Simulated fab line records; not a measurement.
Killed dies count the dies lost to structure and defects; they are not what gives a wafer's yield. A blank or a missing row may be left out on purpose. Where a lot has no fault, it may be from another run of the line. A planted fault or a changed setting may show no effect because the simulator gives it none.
fab line records	flow n5Finfet
record lots=7	wafers=39
route steps=1938 shown FIN_SAQP@96 FIN_CUT@173 SD_EPI_P@312 MOL_CONTACT_COAG@532 BEOL_M2@841 BEOL_M4@1037 BEOL_M8@1332 BEOL_M10@1488 BEOL_M11@1590 BEOL_M14@1744 BEOL_M15@1820 PASSIVATION@1936
startH: hours from the record's first day to the start of the lot's first wafer shown	waitH: hours from the lot's prior step to this one	" unchanged from the row above	L1.1+2: several wafers, shown together as one row	- no value present, or no start provided	* or withheld: withheld	< > ~ a bound
route shown NAME@n: a module of which the file shows steps, and the number in the route of the first	usual: the fault-free wafers' mean and standard deviation	same: alike in all rows	chamber/n: place in a boat	sites: per-site readings	_std_site: standard deviation of those values	_edge_site: outer sites' mean less inner sites'	radiusMm: how far each site lies from the wafer's centre	mask NAME#n: copy n	behind: the tool/chamber that last shaped the wafer	hold: the reason the lot was held/the length of the hold in hours/how it ended	device: which transistor (n, p or np) failed to switch	end of line: the tests these same wafers got at the end of their route	for a step that has no rows: nothing shown but its recipe	killed: at the first sort, the dies lost to defects and structure; wafer yield is something else	map: a wafer's dies, x killed, . not, _ none there
set.NAME: the run value of the setting; set.NAME@STEP: its run value at that earlier step	model.NAME: the simulator's own value behind a step, which no gauge read
one table per step and one row per wafer, for lots whose settings were changed on purpose
## steps
# step N5_FIN_SAQP_HM_DEP_03
# recipe material=SiNx	targetThkA=380	tempC=400	precursor=SiH4/NH3/N2	pressureTorr=1.5	rfW=300	timeS=33.6
# step N5_FIN_CUT_CUT_ETCH_26
# recipe chemistry=CH3F/O2	target=SiNx	targetDepthA=390	maskMaterial=SOC	timeS=55.7	pressureMtorr=30	sourceW=395	biasW=73	Ar_flow_sccm=150	CH3F_flow_sccm=30	O2_flow_sccm=20	ionEnergyEv=120
# step N5_SD_EPI_P_ETCH_16
# recipe chemistry=CHF3/O2	target=SiO2	targetDepthA=50	maskMaterial=SOC	pressureMtorr=30	sourceW=650	biasW=170	Ar_flow_sccm=200	CHF3_flow_sccm=50	O2_flow_sccm=5	ionEnergyEv=200
# step N5_MOL_CONTACT_COAG_ETCH_106
# recipe chemistry=N2/H2	target=SOC	targetDepthA=800	overetchA=160	maskMaterial=SiARC	tempC=40	timeS=120	ionEnergyEv=200	pressureMtorr=30	sourceW=840	biasW=150	n2FlowSccm=200	h2FlowSccm=200
# step N5_MOL_CONTACT_COAG_ETCHBACK_136
# recipe chemistry=CHF3	target=SiO2	targetDepthA=250	timeS=16.7	ionEnergyEv=200	pressureMtorr=30	sourceW=610	biasW=170	Ar_flow_sccm=200	CHF3_flow_sccm=50
# step N5_BEOL_M2_ILD_DEP_00
# recipe material=SiOC	targetThkA=790	tempC=350	precursor=DEMS/O2	pressureTorr=5	rfW=500	timeS=15.3
# step N5_BEOL_M4_DESCUM_16
# recipe chemistry=O2	timeS=7	sourcePowerW=50	biasPowerW=20	pressureMtorr=20	rfFrequencyHz=2.712e+07	tempC=40	resist=CAR-EUV	o2FlowSccm=225
# step N5_BEOL_M4_CVD_47
# recipe material=Co	targetThkA=30	tempC=withheld	precursor=CCTBA/H2	pressureTorr=30	timeS=223.8
# step N5_BEOL_M8_ILD_DEP_00
# recipe material=SiCOH_lowk	targetThkA=1797.5	tempC=300	precursor=DEMS/porogen	pressureTorr=5	rfW=500	timeS=33.4
# step N5_BEOL_M10_ETCH_62
# recipe chemistry=N2/H2	target=SOC	targetDepthA=1100	overetchA=220	maskMaterial=SiARC	tempC=40	timeS=165	ionEnergyEv=200	pressureMtorr=30	sourceW=840	biasW=150	n2FlowSccm=200	h2FlowSccm=200
# step N5_BEOL_M11_ALD_74
# recipe material=TaN	targetThkA=20	tempC=275	aldPrecursorFamily=PDMAT	aldCoReactant=NH3	pressureTorr=3	carrierFlowSccm=1500	pulseTimeS=2	purgeTimeS=3	coReactantPurgeTimeS=2	coReactantPulseTimeS=3	aldCycles=40	precursorVesselTempC=75	precursorVesselPressureTorr=26.25	precursorVesselCarrierSccm=1000
# step N5_BEOL_M14_DEVELOP_27
# recipe developTimeS=45	rinseLiquid=diw	dry=airSpin	devTempC=21
# step N5_BEOL_M15_SPUTTER_44
# recipe material=Ta	targetThkA=150	tempC=50	biasV=80	powerW=15000	chamberPressurePa=0.07	timeS=24.19
# step N5_PASSIVATION_PROBE_49
# usual killedAtContacts=12/5.8
lot.wafer	tool	chamber	startH	waitH	set.targetThkA@FIN_SAQP_HM_DEP_03	set.timeS@FIN_CUT_CUT_ETCH_26	set.targetDepthA@SD_EPI_P_ETCH_16	set.targetDepthA@MOL_CONTACT_COAG_ETCH_106	set.targetDepthA@MOL_CONTACT_COAG_ETCHBACK_136	set.targetThkA@BEOL_M2_ILD_DEP_00	set.timeS@BEOL_M4_DESCUM_16	set.targetThkA@BEOL_M4_CVD_47	set.targetThkA@BEOL_M8_ILD_DEP_00	set.timeS@BEOL_M10_ETCH_62	set.aldCycles@BEOL_M11_ALD_74	set.developTimeS@BEOL_M14_DEVELOP_27	set.timeS@BEOL_M15_SPUTTER_44	killedAtContacts
L075.1	prober-02	-	283.71	0.2	380	55.7	50	800	250	790	7	30	1797.5	165	40	45	24.19	16
L075.3	prober-02	-	283.81	0.3	380	55.7	50	800	250	790	7	30	1797.5	165	40	45	24.19	5
L075.5	prober-02	-	283.91	0.4	380	55.7	50	800	250	790	7	30	1797.5	165	40	45	24.19	7
L077.1	prober-01	-	292.20	0.0	607.2	55.7	25.49	800	250	790	7	30	1040	165	40	45	24.19	9
L077.2	prober-01	-	292.25	0.1	607.2	55.7	25.49	800	199.8	790	7	30	1797.5	165	48	45	24.19	224
L077.3	prober-01	-	292.30	0.1	607.2	55.7	50	1124	250	790	7	30	1040	190.8	48	45	10.95	9
L077.4	prober-01	-	292.35	0.2	380	55.7	50	1124	199.8	790	7	30	1040	165	48	45	10.95	149
L077.5	prober-01	-	292.40	0.2	380	55.7	25.49	1124	250	790	7	30	1797.5	190.8	40	45	10.95	8
L077.6	prober-01	-	292.45	0.3	380	55.7	50	800	199.8	790	7	30	1797.5	190.8	40	45	24.19	20
L078.1	prober-02	-	293.17	0.0	380	55.7	38.71	800	204.3	790	7	19.48	2862	238.7	27	45	15	9
L078.2	prober-02	-	293.22	0.1	380	55.7	50	800	204.3	790	8.423	19.48	2862	165	27	45	24.19	27
L078.3	prober-02	-	293.27	0.1	380	23.72	50	800	250	790	8.423	30	1797.5	165	40	45	24.19	23
L078.4	prober-02	-	293.32	0.2	380	23.72	38.71	394.7	250	790	7	19.48	1797.5	238.7	40	45	15	1076
L078.5	prober-02	-	293.37	0.2	380	55.7	38.71	394.7	250	790	8.423	30	2862	238.7	40	45	24.19	1079
L078.6	prober-02	-	293.42	0.3	380	23.72	50	394.7	204.3	790	7	30	1797.5	165	27	45	15	1082
L085.1	prober-01	-	347.30	0.0	380	55.7	27.91	957.7	250	1041	7	45.75	1797.5	165	40	45	24.19	14
L085.2	prober-01	-	347.35	0.1	380	55.7	50	800	250	790	7	30	1797.5	165	40	52.43	24.19	12
L085.3	prober-01	-	347.40	0.1	380	89.08	50	957.7	250	790	5.283	45.75	1797.5	165	63	45	30.57	5
L085.4	prober-01	-	347.45	0.2	380	89.08	27.91	800	250	1041	5.283	45.75	1797.5	213.8	40	52.43	30.57	7
L085.5	prober-01	-	347.50	0.2	380	89.08	50	957.7	250	1041	7	30	1797.5	213.8	63	45	24.19	16
L085.6	prober-01	-	347.55	0.3	380	55.7	27.91	800	250	790	5.283	30	1797.5	213.8	63	52.43	30.57	14
L094.1	prober-02	-	407.17	0.0	380	76.74	50	800	250	1037	7	30	1164	165	28	25.93	14.04	12
L094.2	prober-02	-	407.22	0.1	281.5	76.74	50	1083	250	790	7	30	1797.5	165	40	45	24.19	13
L094.3	prober-02	-	407.27	0.1	281.5	55.7	50	800	250	790	7	21.02	1797.5	165	28	45	14.04	18
L094.4	prober-02	-	407.32	0.2	380	55.7	50	800	250	1037	10.91	21.02	1797.5	165	28	25.93	24.19	5
L094.5	prober-02	-	407.37	0.2	281.5	55.7	50	1083	250	1037	10.91	30	1164	165	40	45	14.04	7
L094.6	prober-02	-	407.42	0.3	380	76.74	50	1083	250	790	10.91	21.02	1164	165	40	25.93	24.19	9
L095.1	prober-02	-	416.18	0.0	380	55.7	50	800	129.1	1143	7	30	1187	165	21	45	24.19	1088
L095.2	prober-02	-	416.23	0.1	380	79.37	67.66	800	250	790	7	30	1797.5	165	40	34.67	24.19	8
L095.3	prober-02	-	416.28	0.1	234.2	55.7	67.66	800	250	1143	7	30	1187	165	40	45	17.57	20
L095.4	prober-02	-	416.33	0.2	380	55.7	50	800	250	790	7	18.34	1797.5	165	21	45	24.19	12
L095.5	prober-02	-	416.38	0.2	234.2	79.37	50	800	129.1	790	7	18.34	1187	165	21	34.67	17.57	1070
L095.6	prober-02	-	416.43	0.3	234.2	79.37	67.66	800	129.1	1143	7	18.34	1797.5	165	40	34.67	17.57	1111
L096.1	prober-01	-	449.96	0.0	380	36.71	50	644.2	129.8	790	8.238	13.29	1797.5	253	40	45	16.08	1092
L096.2	prober-01	-	450.01	0.1	380	36.71	50	644.2	250	351.9	8.238	30	1797.5	253	40	19.38	24.19	10
L096.3	prober-01	-	450.06	0.1	380	55.7	50	800	250	351.9	8.238	30	1797.5	165	40	19.38	16.08	5
L096.4	prober-01	-	450.11	0.2	380	55.7	50	800	129.8	351.9	7	13.29	1797.5	165	40	45	24.19	1101
L096.5	prober-01	-	450.16	0.2	380	36.71	50	800	129.8	790	7	30	1797.5	165	40	45	16.08	1087
L096.6	prober-01	-	450.21	0.3	380	55.7	50	644.2	250	790	7	13.29	1797.5	253	40	19.38	24.19	16
# killed by level:class
L075.1 MOL_CONTACT_COAG:geometricParticle:open=12 FIN_SAQP:geometricParticle:open=10 BEOL_M4:geometricParticle:open=10 BEOL_M1:geometricParticle:open=9 BEOL_M0_SAQP:geometricParticle:open=8 BEOL_M2:geometricParticle:open=8 BEOL_M0_SAQP:geometricParticle:short=6 FIN_SAQP:geometricParticle:short=5
L075.3 FIN_SAQP:geometricParticle:open=12 FIN_SAQP:geometricParticle:short=9 BEOL_M0_SAQP:geometricParticle:open=9 BEOL_M2:geometricParticle:open=9 BEOL_M4:geometricParticle:open=7 STI_FIN_REVEAL:geometricParticle:open=5 BEOL_M0_SAQP:geometricParticle:short=5 BEOL_M1:geometricParticle:open=5
L075.5 FIN_SAQP:geometricParticle:open=14 BEOL_M0_SAQP:geometricParticle:open=13 FIN_SAQP:geometricParticle:short=11 BEOL_M0_SAQP:geometricParticle:short=10 MOL_CONTACT_COAG:geometricParticle:open=5 BEOL_M2:geometricParticle:open=4 BEOL_M0:geometricParticle:open=4 BEOL_M4:geometricParticle:open=3
L077.1 BEOL_M8:areaDep=942 BEOL_M3:geometricParticle:open=11 BEOL_M4:geometricParticle:open=10 BEOL_M2:geometricParticle:open=8 MOL_CONTACT_COAG:geometricParticle:open=8 DUMMY_GATE:geometricParticle:open=6 STI_FIN_REVEAL:geometricParticle:open=5 ILD0:geometricParticle:short=4
L077.2 MOL_CONTACT_COAG:areaEtch=217 BEOL_M2:geometricParticle:open=10 BEOL_M3:geometricParticle:open=10 FIN_SAQP:geometricParticle:open=8 STI_FIN_REVEAL:geometricParticle:open=8 DUMMY_GATE:geometricParticle:open=5 BEOL_M4:geometricParticle:open=5 GATE_CUT:geometricParticle:short=4
L077.3 BEOL_M8:areaDep=959 STI_FIN_REVEAL:geometricParticle:open=10 BEOL_M3:geometricParticle:open=10 BEOL_M2:geometricParticle:open=9 GATE_CUT:geometricParticle:short=6 MOL_CONTACT_COAG:geometricParticle:open=6 BEOL_M0_SAQP:geometricParticle:open=6 DUMMY_GATE:geometricParticle:open=5
L077.4 BEOL_M8:areaDep=882 MOL_CONTACT_COAG:areaEtch=132 FIN_SAQP:geometricParticle:short=12 BEOL_M0_SAQP:geometricParticle:short=11 MOL_CONTACT_COAG:geometricParticle:open=11 BEOL_M0_SAQP:geometricParticle:open=11 FIN_SAQP:geometricParticle:open=10 BEOL_M1:geometricParticle:open=7
L077.5 FIN_SAQP:geometricParticle:open=19 STI_FIN_REVEAL:geometricParticle:open=10 FIN_SAQP:geometricParticle:short=8 MOL_CONTACT_COAG:geometricParticle:open=7 BEOL_M2:geometricParticle:open=5 BEOL_M4:geometricParticle:open=5 BEOL_M3:geometricParticle:open=4 STARTING-WAFER:geometricParticle:open=3
L077.6 MOL_CONTACT_COAG:geometricParticle:open=14 FIN_SAQP:geometricParticle:short=11 DUMMY_GATE:geometricParticle:open=10 BEOL_M4:geometricParticle:open=7 BEOL_M0_SAQP:geometricParticle:short=5 BEOL_M2:geometricParticle:open=5 BEOL_M8:geometricParticle:open=4 BEOL_M0_SAQP:geometricParticle:open=4
L078.1 BEOL_M8:areaEtch=1088 STI_FIN_REVEAL:geometricParticle:open=14 BEOL_M0_SAQP:geometricParticle:open=8 BEOL_M2:geometricParticle:open=8 MOL_CONTACT_COAG:geometricParticle:open=7 BEOL_M0_SAQP:geometricParticle:short=7 BEOL_M1:geometricParticle:open=6 FIN_SAQP:geometricParticle:open=5
L078.2 BEOL_M8:areaEtch=1054 MOL_CONTACT_COAG:areaEtch=18 STI_FIN_REVEAL:geometricParticle:open=16 BEOL_M0_SAQP:geometricParticle:short=11 BEOL_M5:geometricParticle:open=9 BEOL_M0_SAQP:geometricParticle:open=8 MOL_CONTACT_COAG:geometricParticle:open=6 FIN_SAQP:geometricParticle:open=5
L078.3 MOL_CONTACT_COAG:geometricParticle:open=16 STI_FIN_REVEAL:geometricParticle:open=15 BEOL_M0_SAQP:geometricParticle:open=11 STI_FIN_REVEAL:geometricParticle:short=10 BEOL_M0_SAQP:geometricParticle:short=8 MOL_CONTACT_COAG:geometricParticle:short=7 BEOL_M2:geometricParticle:open=7 BEOL_M1:geometricParticle:open=5
L078.4 MOL_CONTACT_COAG:areaEtch=1067 BEOL_M0_SAQP:geometricParticle:short=14 BEOL_M2:geometricParticle:open=12 MOL_CONTACT_COAG:geometricParticle:open=9 BEOL_M0_SAQP:geometricParticle:open=9 STI_FIN_REVEAL:geometricParticle:open=8 FIN_SAQP:geometricParticle:open=7 FIN_SAQP:geometricParticle:short=7
L078.5 MOL_CONTACT_COAG:areaEtch=1067 BEOL_M0_SAQP:geometricParticle:short=11 BEOL_M2:geometricParticle:open=11 GATE_CUT:geometricParticle:short=10 BEOL_M1:geometricParticle:open=10 MOL_CONTACT_COAG:geometricParticle:open=9 STI_FIN_REVEAL:geometricParticle:open=8 BEOL_M0_SAQP:geometricParticle:open=5
L078.6 MOL_CONTACT_COAG:areaEtch=1072 BEOL_M0_SAQP:geometricParticle:open=15 BEOL_M2:geometricParticle:open=15 MOL_CONTACT_COAG:geometricParticle:open=10 FIN_SAQP:geometricParticle:open=7 BEOL_M1:geometricParticle:open=7 GATE_CUT:geometricParticle:open=5 BEOL_M0_SAQP:geometricParticle:short=5
L085.1 BEOL_M2:areaDep=467 BEOL_M0_SAQP:geometricParticle:open=11 MOL_CONTACT_COAG:geometricParticle:open=10 BEOL_M0_SAQP:geometricParticle:short=9 BEOL_M2:geometricParticle:open=7 BEOL_M1:geometricParticle:open=6 BEOL_M3:geometricParticle:open=6 FIN_SAQP:geometricParticle:short=5
L085.2 BEOL_M0_SAQP:geometricParticle:open=13 BEOL_M0_SAQP:geometricParticle:short=12 STI_FIN_REVEAL:geometricParticle:open=11 MOL_CONTACT_COAG:geometricParticle:open=9 FIN_SAQP:geometricParticle:short=8 BEOL_M4:geometricParticle:open=5 BEOL_M1:geometricParticle:open=4 GATE_CUT:geometricParticle:short=4
L085.3 BEOL_M0_SAQP:geometricParticle:short=12 FIN_SAQP:geometricParticle:short=10 STI_FIN_REVEAL:geometricParticle:open=10 BEOL_M4:areaEcd=10 BEOL_M0_SAQP:geometricParticle:open=6 BEOL_M1:geometricParticle:open=6 BEOL_M2:geometricParticle:open=5 HKMG_FIN:areaEtch=5
L085.4 BEOL_M2:areaDep=482 BEOL_M4:areaEcd=21 BEOL_M0_SAQP:geometricParticle:short=10 STI_FIN_REVEAL:geometricParticle:open=9 FIN_SAQP:geometricParticle:open=6 MOL_CONTACT_COAG:geometricParticle:open=6 BEOL_M3:geometricParticle:open=6 BEOL_M0_SAQP:geometricParticle:open=5
L085.5 BEOL_M2:areaDep=467 BEOL_M0_SAQP:geometricParticle:short=15 MOL_CONTACT_COAG:geometricParticle:open=14 STI_FIN_REVEAL:geometricParticle:open=12 BEOL_M0_SAQP:geometricParticle:open=10 BEOL_M2:geometricParticle:short=10 BEOL_M3:geometricParticle:open=8 HKMG_FIN:areaEtch=6
L085.6 BEOL_M0_SAQP:geometricParticle:short=11 MOL_CONTACT_COAG:geometricParticle:open=9 BEOL_M0_SAQP:geometricParticle:open=7 BEOL_M4:geometricParticle:open=6 STARTING-WAFER:geometricParticle:short=6 STI_FIN_REVEAL:geometricParticle:open=5 FIN_SAQP:geometricParticle:open=4 MOL_CONTACT_COAG:geometricParticle:short=4
L094.1 BEOL_M2:areaDep=398 BEOL_M8:areaDep=67 BEOL_M1:geometricParticle:open=12 MOL_CONTACT_COAG:geometricParticle:open=11 BEOL_M4:geometricParticle:open=10 STI_FIN_REVEAL:geometricParticle:open=8 FIN_SAQP:geometricParticle:short=6 BEOL_M0_SAQP:geometricParticle:open=6
L094.2 FIN_SAQP:geometricParticle:open=16 BEOL_M0_SAQP:geometricParticle:short=14 BEOL_M0_SAQP:geometricParticle:open=13 FIN_SAQP:geometricParticle:short=10 MOL_CONTACT_COAG:geometricParticle:open=10 STI_FIN_REVEAL:geometricParticle:open=9 BEOL_M2:geometricParticle:open=8 BEOL_M3:geometricParticle:open=8
L094.3 MOL_CONTACT_COAG:geometricParticle:open=16 STI_FIN_REVEAL:geometricParticle:open=10 BEOL_M0_SAQP:geometricParticle:open=10 DUMMY_GATE:geometricParticle:open=9 BEOL_M4:geometricParticle:open=9 BEOL_M5:geometricParticle:open=6 FIN_SAQP:geometricParticle:short=5 DUMMY_GATE:geometricParticle:short=4
L094.4 BEOL_M2:areaDep=398 BEOL_M0_SAQP:geometricParticle:short=20 FIN_SAQP:geometricParticle:short=14 STI_FIN_REVEAL:geometricParticle:open=10 BEOL_M1:geometricParticle:open=9 FIN_SAQP:geometricParticle:open=8 BEOL_M0_SAQP:geometricParticle:open=7 BEOL_M2:geometricParticle:open=6
L094.5 BEOL_M2:areaDep=417 BEOL_M4:geometricParticle:open=16 BEOL_M0_SAQP:geometricParticle:short=10 BEOL_M2:geometricParticle:open=9 FIN_SAQP:geometricParticle:open=8 BEOL_M1:geometricParticle:open=8 MOL_CONTACT_COAG:geometricParticle:open=7 FIN_SAQP:geometricParticle:short=6
L094.6 BEOL_M8:areaDep=53 STI_FIN_REVEAL:geometricParticle:open=17 MOL_CONTACT_COAG:geometricParticle:open=9 BEOL_M0_SAQP:geometricParticle:short=9 BEOL_M3:geometricParticle:open=8 FIN_SAQP:geometricParticle:short=7 FIN_SAQP:geometricParticle:open=7 BEOL_M0_SAQP:geometricParticle:open=6
L095.1 MOL_CONTACT_COAG:areaEtch=1075 BEOL_M4:geometricParticle:open=12 MOL_CONTACT_COAG:geometricParticle:open=10 BEOL_M0_SAQP:geometricParticle:open=7 BEOL_M2:geometricParticle:open=7 FIN_SAQP:geometricParticle:short=6 FIN_SAQP:geometricParticle:open=6 STI_FIN_REVEAL:geometricParticle:open=5
L095.2 MOL_CONTACT_COAG:geometricParticle:open=7 FIN_SAQP:geometricParticle:open=6 BEOL_M0_SAQP:geometricParticle:short=6 BEOL_M8:geometricParticle:open=6 FIN_SAQP:geometricParticle:short=5 BEOL_M0_SAQP:geometricParticle:open=5 BEOL_M2:geometricParticle:open=5 BEOL_M3:geometricParticle:open=4
L095.3 BEOL_M2:areaDep=1056 MOL_CONTACT_COAG:geometricParticle:open=18 FIN_SAQP:geometricParticle:open=11 STI_FIN_REVEAL:geometricParticle:open=11 FIN_SAQP:geometricParticle:short=8 BEOL_M4:geometricParticle:open=8 BEOL_M2:geometricParticle:open=7 GATE_CUT:geometricParticle:short=6
L095.4 BEOL_M4:geometricParticle:open=15 FIN_SAQP:geometricParticle:short=13 FIN_SAQP:geometricParticle:open=13 MOL_CONTACT_COAG:geometricParticle:open=10 M11:areaAld=8 BEOL_M0_SAQP:geometricParticle:open=6 MIM_TOP:geometricParticle:short=6 BEOL_M0_SAQP:geometricParticle:short=5
L095.5 MOL_CONTACT_COAG:areaEtch=1052 STI_FIN_REVEAL:geometricParticle:open=15 MOL_CONTACT_COAG:geometricParticle:open=14 BEOL_M0_SAQP:geometricParticle:open=13 BEOL_M0_SAQP:geometricParticle:short=11 BEOL_M4:geometricParticle:open=11 FIN_SAQP:geometricParticle:short=10 BEOL_M2:geometricParticle:open=8
L095.6 MOL_CONTACT_COAG:areaEtch=1103 BEOL_M0_SAQP:geometricParticle:open=11 BEOL_M0_SAQP:geometricParticle:short=9 MOL_CONTACT_COAG:geometricParticle:open=6 FIN_SAQP:geometricParticle:short=4 STI_FIN_REVEAL:geometricParticle:short=4 BEOL_M3:geometricParticle:open=4 STI_FIN_REVEAL:geometricParticle:open=3
L096.1 MOL_CONTACT_COAG:areaEtch=1074 BEOL_M0_SAQP:geometricParticle:short=13 MOL_CONTACT_COAG:geometricParticle:open=12 FIN_SAQP:geometricParticle:open=9 BEOL_M0_SAQP:geometricParticle:open=8 BEOL_M2:geometricParticle:open=6 MOL_CONTACT_COAG:geometricParticle:short=6 BEOL_M3:geometricParticle:open=6
L096.2 BEOL_M2:areaDep=1072 FIN_SAQP:geometricParticle:open=14 BEOL_M0_SAQP:geometricParticle:open=10 BEOL_M2:geometricParticle:open=8 STI_FIN_REVEAL:geometricParticle:open=7 MOL_CONTACT_COAG:geometricParticle:open=6 BEOL_M0_SAQP:geometricParticle:short=6 BEOL_M1:geometricParticle:open=6
L096.3 BEOL_M2:areaDep=1105 STI_FIN_REVEAL:geometricParticle:open=13 BEOL_M1:geometricParticle:open=8 BEOL_M0_SAQP:geometricParticle:open=7 FIN_SAQP:geometricParticle:short=5 MOL_CONTACT_COAG:geometricParticle:open=5 BEOL_M0_SAQP:geometricParticle:short=5 BEOL_M3:geometricParticle:short=4
L096.4 MOL_CONTACT_COAG:areaEtch=1079 MOL_CONTACT_COAG:geometricParticle:open=20 BEOL_M0_SAQP:geometricParticle:short=7 BEOL_M0_SAQP:geometricParticle:open=7 STI_FIN_REVEAL:geometricParticle:open=5 DUMMY_GATE:geometricParticle:open=5 BEOL_M3:geometricParticle:open=5 BEOL_M4:geometricParticle:open=5
L096.5 MOL_CONTACT_COAG:areaEtch=1074 MOL_CONTACT_COAG:geometricParticle:open=9 STI_FIN_REVEAL:geometricParticle:open=9 BEOL_M1:geometricParticle:open=8 FIN_SAQP:geometricParticle:open=6 BEOL_M0_SAQP:geometricParticle:open=5 STARTING-WAFER:geometricParticle:short=5 MOL_CONTACT_COAG:geometricParticle:short=4
L096.6 MOL_CONTACT_COAG:geometricParticle:open=10 STI_FIN_REVEAL:geometricParticle:open=9 BEOL_M3:geometricParticle:open=7 BEOL_M2:geometricParticle:open=7 BEOL_M0_SAQP:geometricParticle:short=5 BEOL_M1:geometricParticle:open=5 FIN_SAQP:geometricParticle:open=4 GATE_CUT:geometricParticle:short=4
## key
split step=N5_FIN_SAQP_HM_DEP_03	setting=targetThkA	statedAs=380
response none clear
split step=N5_FIN_CUT_CUT_ETCH_26	setting=timeS	statedAs=55.7
response none clear
split step=N5_SD_EPI_P_ETCH_16	setting=targetDepthA	statedAs=50
response none clear
split step=N5_MOL_CONTACT_COAG_ETCH_106	setting=targetDepthA	statedAs=800
response none clear
split step=N5_MOL_CONTACT_COAG_ETCHBACK_136	setting=targetDepthA	statedAs=250
response step=N5_PASSIVATION_PROBE_49	reading=killedAtContacts	slope=-19	per=1%	togetherWith=all	explained=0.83
split step=N5_BEOL_M2_ILD_DEP_00	setting=targetThkA	statedAs=790
response none clear
split step=N5_BEOL_M4_DESCUM_16	setting=timeS	statedAs=7
response none clear
split step=N5_BEOL_M4_CVD_47	setting=targetThkA	statedAs=30
response none clear
split step=N5_BEOL_M8_ILD_DEP_00	setting=targetThkA	statedAs=1797.5
response none clear
split step=N5_BEOL_M10_ETCH_62	setting=timeS	statedAs=165
response none clear
split step=N5_BEOL_M11_ALD_74	setting=aldCycles	statedAs=40
response none clear
split step=N5_BEOL_M14_DEVELOP_27	setting=developTimeS	statedAs=45
response none clear
split step=N5_BEOL_M15_SPUTTER_44	setting=timeS	statedAs=24.19
response none clear
